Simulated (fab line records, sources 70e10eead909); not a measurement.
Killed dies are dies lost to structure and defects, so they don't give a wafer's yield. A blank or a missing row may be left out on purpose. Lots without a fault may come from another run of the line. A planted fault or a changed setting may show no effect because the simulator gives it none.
A struck lot beside a sound one | flow nand_harc | 13 steps out of a route of 1302
Sound: wafers L872.3, L872.4, L872.6. Struck: wafers L867.4, L867.5, L867.6. The cause comes at the end.
At each step with rows: each side's tool, then ch and its chambers, then its first start. Under that, the readings that differ: sound wafers | struck wafers | difference of the means | sigmas: that difference in standard deviations of wafers without a fault.
alike: readings whose means differ by less than 2 such deviations, and words and numbers that are the same on both sides. not compared: withheld readings, readings that some wafer has no value for, bounds like >300 that may hide the same value, and numbers for which the record gives no deviation and whose values overlap.
The two part at a step that has a row with sigmas, a row that says differs or no value, or rows on one side only. Numbers that don't overlap but have no deviation are shown without sigmas and don't part them. A reading that every wafer of one side lacks parts them only if that side has two wafers or more.

first, 10 steps without rows for these wafers: NHARC_A_STAIRCASE_SRD_241; NHARC_A_STAIRCASE_DEHYDRATE_242 (time 120 s); NHARC_A_STAIRCASE_HMDS_243 (time 30 s); NHARC_A_STAIRCASE_COAT_244; NHARC_A_STAIRCASE_SOFTBAKE_245 (time 170 s); NHARC_A_STAIRCASE_EBR_246; NHARC_A_STAIRCASE_EXPOSE_247 (exposes mask SDS 1); NHARC_A_STAIRCASE_PEB_248 (peb time 130 s); NHARC_A_STAIRCASE_DEVELOP_249 (time 140 s); NHARC_A_STAIRCASE_HARDBAKE_251 (time 140 s).
NHARC_A_STAIRCASE_DESCUM_252: chemistry O2, time 3 s.
  sound on rie_diel-04 ch 0,2, day 24 05:44; struck on rie_diel-06 ch 0,1,2, day 22 08:30
  alike: chamber_pressure_mTorr, drypump_motor_current_A, oes_product_au, rf_vpp_V, showerhead_plenum_p_Torr, throttle_valve_pct
  not compared: rf_hours_counter_h
NHARC_A_STAIRCASE_ETCH_253: etches the open film in C4F8/O2, target depth 50 nm, time 20.2 s.
  sound on rie_diel-04 ch 1,2,3, day 24 05:49; struck on rie_diel-06 ch 2,3, day 22 08:34
  reading               | sound             | struck            | difference | sigmas
  oes_product_au (a.u.) | 0.954 0.978 0.959 | 1.223 1.223 1.221 | +0.259     | +14
  rf_fwd_power_W (W)    | 591 594 589       | 828 829 830       | +238       | +74
  alike: chamber_pressure_mTorr, rf_vpp_V
  not compared: rf_hours_counter_h
NHARC_A_STAIRCASE_STRIP_254: strips in O2.
  sound on plasma_asher-01 ch 0,1, day 24 06:00; struck on plasma_asher-02 ch 0,1, day 22 08:48
  alike: drypump_motor_current_A, heater_power_w
  not compared: rf_hours_counter_h

WHERE THEY PART
Only at NHARC_A_STAIRCASE_ETCH_253, within this record. Later steps at which nothing parts them and some readings are alike: NHARC_A_STAIRCASE_STRIP_254.

WHY: what the simulator had put in
Process parameter drift: rie_diel-06, from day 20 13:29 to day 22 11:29, at NHARC_A_STAIRCASE_ETCH_253. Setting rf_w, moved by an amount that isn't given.
